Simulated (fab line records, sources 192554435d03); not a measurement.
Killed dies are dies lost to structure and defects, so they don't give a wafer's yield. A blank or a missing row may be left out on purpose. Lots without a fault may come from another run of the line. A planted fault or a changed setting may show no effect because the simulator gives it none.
Split-lot experiment | flow n5_finfet | 7 lots, 39 wafers read, on a route of 1938 steps

THE SPLIT
At N5_WELL_APT_IMPLANT_32, the setting energy_kev was moved away from the recipe's 50 on 15 of the 39 wafers read, by -10.4% to +13.6%. The other wafers ran this setting at the recipe's value.

The reading is taken at the split's own step.

THE READING
implant.drp_nm (the simulator's own value, which no gauge read), in nm, at N5_WELL_APT_IMPLANT_32. The file gives no usual value for it.

wafer  | tool, chamber at the split | energy_kev as run | against the recipe | implant.drp_nm, nm | against lot-mates on the recipe
L074.1 | implanter-02, 0            | 50                | recipe             | 18.55              | -
L074.5 | implanter-02, 0            | 50                | recipe             | 18.55              | -
L074.6 | implanter-02, 0            | 50                | recipe             | 18.55              | -
L074.2 | implanter-02, 0            | 54.6              | +9.2%              | 19.78              | +1.23
L074.3 | implanter-02, 0            | 54.6              | +9.2%              | 19.78              | +1.23
L074.4 | implanter-02, 0            | 54.6              | +9.2%              | 19.78              | +1.23
L077.1 | implanter-02, 0            | 50                | recipe             | 18.55              | -
L077.4 | implanter-02, 0            | 50                | recipe             | 18.55              | -
L077.6 | implanter-02, 0            | 50                | recipe             | 18.55              | -
L077.2 | implanter-02, 0            | 53.1              | +6.2%              | 19.38              | +0.83
L077.3 | implanter-02, 0            | 53.1              | +6.2%              | 19.38              | +0.83
L077.5 | implanter-02, 0            | 53.1              | +6.2%              | 19.38              | +0.83
L079.1 | implanter-02, 0            | 52.62             | +5.2%              | 19.25              | +0.70
L079.3 | implanter-02, 0            | 52.62             | +5.2%              | 19.25              | +0.70
L079.4 | implanter-02, 0            | 52.62             | +5.2%              | 19.25              | +0.70
L079.2 | implanter-02, 0            | 50                | recipe             | 18.55              | -
L079.5 | implanter-02, 0            | 50                | recipe             | 18.55              | -
L079.6 | implanter-02, 0            | 50                | recipe             | 18.55              | -
L081.1 | implanter-01, 0            | 50                | recipe             | 18.55              | -
L081.2 | implanter-01, 0            | 50                | recipe             | 18.55              | -
L081.3 | implanter-01, 0            | 50                | recipe             | 18.55              | -
L081.4 | implanter-01, 0            | 50                | recipe             | 18.55              | -
L081.5 | implanter-01, 0            | 50                | recipe             | 18.55              | -
L081.6 | implanter-01, 0            | 50                | recipe             | 18.55              | -
L084.1 | implanter-02, 0            | 50                | recipe             | 18.55              | -
L084.2 | implanter-02, 0            | 50                | recipe             | 18.55              | -
L084.5 | implanter-02, 0            | 50                | recipe             | 18.55              | -
L084.3 | implanter-02, 0            | 44.78             | -10.4%             | 17.16              | -1.39
L084.4 | implanter-02, 0            | 44.78             | -10.4%             | 17.16              | -1.39
L084.6 | implanter-02, 0            | 44.78             | -10.4%             | 17.16              | -1.39
L087.2 | implanter-02, 0            | 50                | recipe             | 18.55              | -
L087.4 | implanter-02, 0            | 50                | recipe             | 18.55              | -
L087.6 | implanter-02, 0            | 50                | recipe             | 18.55              | -
L094.1 | implanter-01, 0            | 50                | recipe             | 18.55              | -
L094.2 | implanter-01, 0            | 50                | recipe             | 18.55              | -
L094.5 | implanter-01, 0            | 50                | recipe             | 18.55              | -
L094.3 | implanter-01, 0            | 56.82             | +13.6%             | 20.37              | +1.82
L094.4 | implanter-01, 0            | 56.82             | +13.6%             | 20.37              | +1.82
L094.6 | implanter-01, 0            | 56.82             | +13.6%             | 20.37              | +1.82

THE FIT
A straight line over all 39 wafers: implant.drp_nm changes by +0.133 nm for each +1% of energy_kev; r = +1.00; the points scatter about the line by 0.0012 nm.
The same after taking each lot's own level away (the mean of its wafers on the recipe; 39 wafers): +0.133 nm for each +1%; r = +1.00; scatter 0.0012 nm.
On that fit, the largest move of energy_kev shifts the reading by 1.8 nm.
The lots' own levels span 18.550 to 18.550 nm.
So the lot-to-lot level changes the slope little: the two slopes agree.
Check: with one of the wafers moved furthest among these (+13.6%) left out of the fit, the line predicts +1.82 nm for it against its lot-mates. It came out at +1.82 nm against them.

THE WHOLE CHAIN: every reading that the file lists as answering this split, in the file's order
step                   | what it does | reading                                                         | change (the file's fit)               | r (the file's)
N5_WELL_APT_IMPLANT_32 |              | implant.rp_nm (the simulator's own value, which no gauge read)  | +0.37 nm for each +1% of the setting  | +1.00
N5_WELL_APT_IMPLANT_32 |              | implant.drp_nm (the simulator's own value, which no gauge read) | +0.133 nm for each +1% of the setting | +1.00

THE FILE'S OWN FIT
implant.drp_nm changes by +0.133 nm for each +1% of energy_kev, r = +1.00.
